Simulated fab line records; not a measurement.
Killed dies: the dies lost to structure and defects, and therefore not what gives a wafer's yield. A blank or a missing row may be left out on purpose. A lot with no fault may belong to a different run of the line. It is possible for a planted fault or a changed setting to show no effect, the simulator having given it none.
Which tool is to blame? ; flow nand harc ; 15 lots, 45 wafers sampled, at 4 steps of a route of 1302

## WHAT EACH GAUGE READ, for each wafer
The record lacks any reading of a measuring or inspecting step that a usual standard deviation could be used to judge.

## EACH LOT AND THE TOOL THAT RAN IT (in order: tool; ch and the chambers of the sampled wafers; start)
lot;NHARC_A_CHANNEL_FILL_D1_CVD_05;NHARC_A_CHANNEL_FILL_D1_ALD_25;NHARC_A_CHANNEL_FILL_D1_STRIP_29;NHARC_A_DECK1_JOINT_ETCHBACK_07
L348;lpcvd poly-01 ch 0, day 10 12:11;ald hk-04 ch 0,2,3, day 10 21:24;rie diel-12 ch 1,2,3, day 11 10:05 or earlier;rie si-04 ch 0,2,3, day 11 10:05
L349;lpcvd poly-03 ch 0, day 10 18:02;ald hk-01 ch 0,3, day 11 04:38;rie diel-12 ch 0,3, day 11 15:44 or earlier;rie si-03 ch 0,1,2, day 11 15:44
L350;lpcvd poly-03 ch 0, day 10 18:02;ald hk-04 ch 2,3, day 11 04:39;rie diel-09 ch 0,1, day 11 15:44 or earlier;rie si-05 ch 0,2,3, day 11 15:44
L352;lpcvd poly-03 ch 0, day 11 18:02;ald hk-04 ch 0,1,3, day 12 03:50;rie diel-09 ch 1,2,3, day 12 14:57 or earlier;rie si-03 ch 0,1,2, day 12 14:57
L358;lpcvd poly-03 ch 0, day 14 00:48;ald hk-04 ch 1,2,3, day 14 13:04;rie diel-04 ch 0,3, day 14 22:43 or earlier;rie si-04 ch 0,1,3, day 14 22:43
L359;lpcvd poly-01, day 14 21:09;ald hk-02 ch 0,1,2, day 15 07:01;rie diel-04 ch 0,1,2, no start;-
L361;lpcvd poly-03, day 15 03:55;ald hk-01 ch 1,2, day 15 13:10;rie diel-12 ch 0,1,2, no start;-
L360;lpcvd poly-01, day 15 07:49;ald hk-01 ch 0,1,2, day 15 17:17;rie diel-12 ch 1,2, no start;-
L362;lpcvd poly-03 ch 0, day 16 10:29;ald hk-01 ch 0,2,3, day 16 21:08;rie diel-09 ch 0,1,2, day 17 07:49 or earlier;rie si-04 ch 0,3, day 17 07:49
L364;lpcvd poly-01 ch 0, day 16 19:55;ald hk-02 ch 0,2,3, day 17 05:48;rie diel-09 ch 1,2,3, day 17 17:06 or earlier;rie si-05 ch 1,2, day 17 17:06
L365;lpcvd poly-03 ch 0, day 16 22:53;ald hk-04 ch 1,2,3, day 17 09:23;rie diel-09 ch 0,1,3, day 17 22:08 or earlier;rie si-04 ch 0,1,2, day 17 22:08
L366;lpcvd poly-03 ch 0, day 17 07:22;ald hk-04 ch 0,3, day 17 17:17;rie diel-12 ch 0,1,3, day 18 05:47 or earlier;rie si-05 ch 0,3, day 18 05:47
L367;lpcvd poly-01 ch 0, day 18 12:23;ald hk-04 ch 1,2,3, day 18 22:31;rie diel-04 ch 1,2,3, day 19 10:18 or earlier;rie si-04 ch 0,1,2, day 19 10:18
L368;lpcvd poly-01 ch 0, day 18 16:25;ald hk-01 ch 0,1,2, day 19 05:59;rie diel-04 ch 0,3, day 19 17:05 or earlier;rie si-04 ch 0,1,2, day 19 17:05
L371;lpcvd poly-04 ch 0, day 19 08:35;ald hk-04 ch 0,2,3, day 19 17:55;rie diel-04 ch 1,2,3, day 20 05:42 or earlier;rie si-03 ch 0,2,3, day 20 05:42
- NHARC_A_CHANNEL_FILL_D1_CVD_05: deposits poly-Si, target thk 5 nm.
- NHARC_A_CHANNEL_FILL_D1_ALD_25: deposits SiOx, target thk 60 nm, pulse time 10 s, ald cycles 600.
- NHARC_A_CHANNEL_FILL_D1_STRIP_29: strips in O2, time 20 s.
- NHARC_A_DECK1_JOINT_ETCHBACK_07: etches the open film in HBr, target depth 105 nm, time 26.9 s.

## AS READ BY THE TOOLS THEMSELVES (means over the sampled wafers that have a number; for cases with no such wafer, the mark the record gives instead)
NHARC_A_CHANNEL_FILL_D1_CVD_05. Usual: spike tc bottom C 572.2 C, standard deviation 2.4; spike tc centre C 550.6 C, standard deviation 1.1; spike tc upper C 550.0 C, standard deviation 1.3.
lot;tool;spike tc bottom C (C);spike tc centre C (C);spike tc upper C (C);flag
L348;lpcvd poly-01;570.6;551.6;549.4;
L349;lpcvd poly-03;571.6;550.2;550.3;
L350;lpcvd poly-03;572.7;550.7;551.4;
L352;lpcvd poly-03;572.0;550.8;550.7;
L358;lpcvd poly-03;571.9;551.3;551.6;
L359;lpcvd poly-01;-;-;-;OFF
L361;lpcvd poly-03;-;-;-;OFF
L360;lpcvd poly-01;-;-;-;OFF
L362;lpcvd poly-03;571.3;550.2;551.2;
L364;lpcvd poly-01;570.9;550.0;548.8;
L365;lpcvd poly-03;569.5;551.8;551.0;
L366;lpcvd poly-03;571.2;550.6;551.0;
L367;lpcvd poly-01;569.9;549.3;549.0;
L368;lpcvd poly-01;570.2;550.2;549.6;
L371;lpcvd poly-04;575.1;551.5;550.3;

NHARC_A_CHANNEL_FILL_D1_ALD_25. Usual: heater power w 475 W, standard deviation 40; precursor pulse height rel 1.002, standard deviation 0.018.
lot;tool;heater power w (W);precursor pulse height rel;flag
L348;ald hk-04;483;0.988;
L349;ald hk-01;497;1.004;
L350;ald hk-04;493;1.009;
L352;ald hk-04;454;1.008;
L358;ald hk-04;481;0.995;
L359;ald hk-02;461;0.991;
L361;ald hk-01;465;0.993;
L360;ald hk-01;475;1.003;
L362;ald hk-01;488;1.006;
L364;ald hk-02;491;1.006;
L365;ald hk-04;477;1.006;
L366;ald hk-04;454;1.006;
L367;ald hk-04;478;1.002;
L368;ald hk-01;489;0.997;
L371;ald hk-04;462;0.989;

NHARC_A_CHANNEL_FILL_D1_STRIP_29. Usual: drypump motor current A 5.7 A, standard deviation 0.58; oes product au 1.002 a.u., standard deviation 0.0086; rf vpp V 57.9 V, standard deviation 0.88; showerhead plenum p Torr 3.53 Torr, standard deviation 0.12; throttle valve pct 17.037 %, standard deviation 0.01.
lot;tool;drypump motor current A (A);oes product au (a.u.);rf vpp V (V);showerhead plenum p Torr (Torr);throttle valve pct (%);flag
L348;rie diel-12;6.3;1.012;58.1;3.49;17.053;
L349;rie diel-12;6.1;1.019;58.1;3.59;17.044;
L350;rie diel-09;5.9;1.005;57.4;3.58;17.038;
L352;rie diel-09;5.5;1.000;58.8;3.63;17.035;
L358;rie diel-04;5.2;1.002;57.8;3.59;17.040;
L359;rie diel-04;5.8;0.998;58.1;3.41;17.033;
L361;rie diel-12;5.8;1.000;57.2;3.51;17.042;
L360;rie diel-12;6.1;1.005;58.2;3.47;17.033;
L362;rie diel-09;5.8;1.000;58.0;3.64;17.036;
L364;rie diel-09;5.5;1.006;58.4;3.63;17.026;
L365;rie diel-09;5.6;0.992;58.3;3.57;17.033;
L366;rie diel-12;5.9;1.002;58.1;3.57;17.032;
L367;rie diel-04;5.7;1.000;57.7;3.46;17.036;
L368;rie diel-04;5.4;0.997;57.9;3.54;17.050;
L371;rie diel-04;5.7;0.995;57.6;3.46;17.030;

NHARC_A_DECK1_JOINT_ETCHBACK_07. Usual: drypump motor current A 5.8 A, standard deviation 0.62; oes product au 1.001 a.u., standard deviation 0.0096; throttle valve pct 23.267 %, standard deviation 0.0091.
lot;tool;drypump motor current A (A);oes product au (a.u.);throttle valve pct (%);flag
L348;rie si-04;5.7;1.008;23.272;
L349;rie si-03;5.7;1.010;23.276;
L350;rie si-05;5.7;1.002;23.261;
L352;rie si-03;5.7;1.006;23.261;
L358;rie si-04;6.1;1.001;23.272;
L362;rie si-04;6.1;1.003;23.266;
L364;rie si-05;6.2;1.001;23.270;
L365;rie si-04;6.1;0.998;23.270;
L366;rie si-05;5.6;1.003;23.265;
L367;rie si-04;6.1;0.996;23.263;
L368;rie si-04;6.1;0.993;23.268;
L371;rie si-03;5.2;1.009;23.274;

## THE ANSWER, worked out from the rows above alone
Rule: a lot counts as off when the mean over its wafers that have a number is more than 3 standard deviations away from the usual mean. A lot without any number at a reading at which 4 lots or more have one is off too. All remaining lots with rows at the step are treated as sound. Order of review: gauges by route order, followed by the tools' own readings, for which a lot's mean as printed above is used. The first step at which some lot is off is used, and at that step the reading that is off furthest; a lot without a number counts as furthest.
Off: L359, L361, L360, at NHARC_A_CHANNEL_FILL_D1_CVD_05 (spike tc bottom C). Without a number there: L359, L361, L360.
A tool fits if, at that step or a process step before it, it ran every lot that is off, and no sound lot after the first of them. No candidate that was tried fits.

## WHAT WAS PUT IN BY THE SIMULATOR
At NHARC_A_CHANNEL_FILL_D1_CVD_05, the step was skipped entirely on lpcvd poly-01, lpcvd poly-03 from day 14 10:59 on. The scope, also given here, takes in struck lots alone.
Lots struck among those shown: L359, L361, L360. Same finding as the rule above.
